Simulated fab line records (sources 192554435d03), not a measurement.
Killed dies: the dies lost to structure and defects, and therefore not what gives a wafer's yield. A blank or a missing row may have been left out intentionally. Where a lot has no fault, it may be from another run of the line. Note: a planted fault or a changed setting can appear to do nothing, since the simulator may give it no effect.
The same fault as seen by 2 desks + flow n5Finfet + what lay behind the numbers comes last; until then each desk has only its own

== METROLOGY DESK ==
Means of the sampled wafers that have a number, per lot and without regard to the tool the lot ran on: this is what the gauges read. Any lot whose mean is over 4 standard deviations away from the usual mean is out of limits and marked OUT; that distance is given in the brackets. It has 10 readings; the 7 that lie furthest out on some lot are the ones shown.
Columns: A = DIBL_N at N5_BEOL_M4_RC_MEAS_101, usual 36.6 mV/V; B = DIBL_P at N5_BEOL_M4_RC_MEAS_101, usual 36.4 mV/V; C = IOFF_N at N5_BEOL_M4_RC_MEAS_101, usual 0.167 nA/um; D = ION_P at N5_BEOL_M4_RC_MEAS_101, usual 464 uA/um; E = SS_N at N5_BEOL_M4_RC_MEAS_101, usual 71.5 mV/dec; F = VT_N at N5_BEOL_M4_RC_MEAS_101, usual 248.5 mV; G = VT_P at N5_BEOL_M4_RC_MEAS_101, usual -249 mV
| lot  | first seen here | A    | B    | C     | D   | E    | F     | G    |
|------|-----------------|------|------|-------|-----|------|-------|------|
| L600 | day 9 06:11     | 38.0 | 36.5 | 0.188 | 470 | 71.1 | 246.6 | -249 |
| L610 | day 11 14:42    | 34.2 | 35.2 | 0.152 | 468 | 71.0 | 250.3 | -245 |
| L609 | day 12 19:11    | 36.3 | 36.3 | 0.172 | 460 | 71.7 | 246.3 | -249 |
| L613 | day 13 20:49    | 36.3 | 36.1 | 0.167 | 459 | 71.6 | 248.5 | -249 |
Finding of this desk: none of the 4 lots has anything out of limits.

== THE TOOL OWNER'S DESK: lithoTrack-05 ==
The tool's own readings at N5_BEOL_M1_COAT_67 (time 60 s, resist thk 60 nm): means of the sampled wafers that have a number, for each lot that ran on this tool. Any lot whose mean is over 4 standard deviations away from the usual mean is out of limits and marked OUT; that distance is given in the brackets.
Columns: A = spinSpeedRpm at N5_BEOL_M1_COAT_67, usual 1500.2 rpm
| lot  | first seen here | A                |
|------|-----------------|------------------|
| L600 | day 6 13:31     | 1500.7           |
| L609 | day 8 11:27     | 1458.4 (-38) OUT |
| L610 | day 8 21:11     | 1458.9 (-38) OUT |
This desk's verdict: out of limits on L609, L610, starting with L609 at day 8 11:27 (spinSpeedRpm at N5_BEOL_M1_COAT_67). L600 stayed within limits.

== PUT TOGETHER ==
On L609, L610, at day 8 11:27, an alarm was possible from the tool owner's desk.
Metrology desk: nothing out of limits seen.
The metrology desk holds a record of L609, L610, inside its limits.
The lots listed all ran N5_BEOL_M1_COAT_67 on lithoTrack-05.

== WHAT THE SIMULATOR HAD PUT IN ==
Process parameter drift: lithoTrack-05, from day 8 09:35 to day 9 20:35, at N5_BEOL_M1_COAT_67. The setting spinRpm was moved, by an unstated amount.
Shown lots that were struck: L609, L610.
Delay in hours, fault start to first out-of-limits reading, by desk: the tool owner's desk at 2.
